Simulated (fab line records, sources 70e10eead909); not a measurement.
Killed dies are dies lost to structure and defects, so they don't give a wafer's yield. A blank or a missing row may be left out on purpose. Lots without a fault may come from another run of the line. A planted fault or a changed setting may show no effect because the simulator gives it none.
One fault seen from 2 desks | flow nand_harc | each desk has only its own numbers; what lay behind them comes last

THE METROLOGY DESK
What the gauges read, lot by lot, whatever tool the lot ran on: means of the sampled wafers that have a number. A lot is out of limits, marked OUT, if its mean lies more than 4 standard deviations from the usual mean; the brackets give that distance.
Columns: A = cd_nm at NHARC_P_M0_CD_MEAS_09, usual 89.9 nm
lot  | first seen here | A
L190 | day 6 09:35     | 89.6
L192 | day 7 10:58     | 89.9
L193 | day 7 23:14     | 89.7
L194 | day 8 05:43     | 89.9
L195 | day 8 13:44     | 89.5
L196 | day 9 06:22     | 90.4
L197 | day 9 10:48     | 89.9
L198 | day 9 19:45     | 90.3
L200 | day 10 16:35    | 89.2
L204 | day 12 06:55    | 90.3
L203 | day 12 07:10    | 89.8
L212 | day 15 11:27    | 90.2
L211 | day 15 12:19    | 89.1
This desk's finding: nothing out of limits on any of the 13 lots.

THE TOOL OWNER'S DESK: rie_diel-11
The tool's own readings at NHARC_P_GATE_ETCH_114 (etches the open film in CF4/O2, target depth 30 nm, overetch 3 nm, time 16.5 s): means of the sampled wafers that have a number, for each lot that ran on this tool. A lot is out of limits, marked OUT, if its mean lies more than 4 standard deviations from the usual mean; the brackets give that distance. Of its 8 readings 7 are shown: those that lie furthest out on some lot.
Columns: A = chamber_pressure_mTorr at NHARC_P_GATE_ETCH_114, usual 30.004 mTorr; B = drypump_motor_current_A at NHARC_P_GATE_ETCH_114, usual 5.5 A; C = oes_f_703_au at NHARC_P_GATE_ETCH_114, usual 1.000 a.u.; D = oes_o_777_au at NHARC_P_GATE_ETCH_114, usual 1.000 a.u.; E = oes_product_au at NHARC_P_GATE_ETCH_114, usual 0.997 a.u.; F = showerhead_plenum_p_Torr at NHARC_P_GATE_ETCH_114, usual 1.34 Torr; G = throttle_valve_pct at NHARC_P_GATE_ETCH_114, usual 13.396 %
lot  | first seen here | A      | B   | C     | D     | E     | F    | G
L190 | day 5 10:00     | 30.005 | 5.7 | 0.999 | 1.005 | 0.998 | 1.30 | 13.406
L192 | day 6 08:00     | 30.000 | 5.7 | 0.997 | 0.999 | 0.999 | 1.30 | 13.393
L195 | day 7 14:00     | 30.013 | 5.9 | 1.003 | 0.996 | 0.993 | 1.30 | 13.403
L197 | day 8 11:00     | 30.018 | 5.8 | 1.001 | 0.999 | 0.997 | 1.32 | 13.392
L200 | day 9 16:00     | 29.986 | 5.9 | 0.996 | 1.003 | 0.997 | 1.34 | 13.394
L203 | day 11 07:00    | 29.990 | 5.9 | 0.996 | 0.998 | 0.974 | 1.32 | 13.393
This desk's finding: nothing out of limits on any of the 6 lots.

PUT TOGETHER
The metrology desk saw nothing out of limits.
The tool owner's desk saw nothing out of limits.

WHAT THE SIMULATOR HAD PUT IN
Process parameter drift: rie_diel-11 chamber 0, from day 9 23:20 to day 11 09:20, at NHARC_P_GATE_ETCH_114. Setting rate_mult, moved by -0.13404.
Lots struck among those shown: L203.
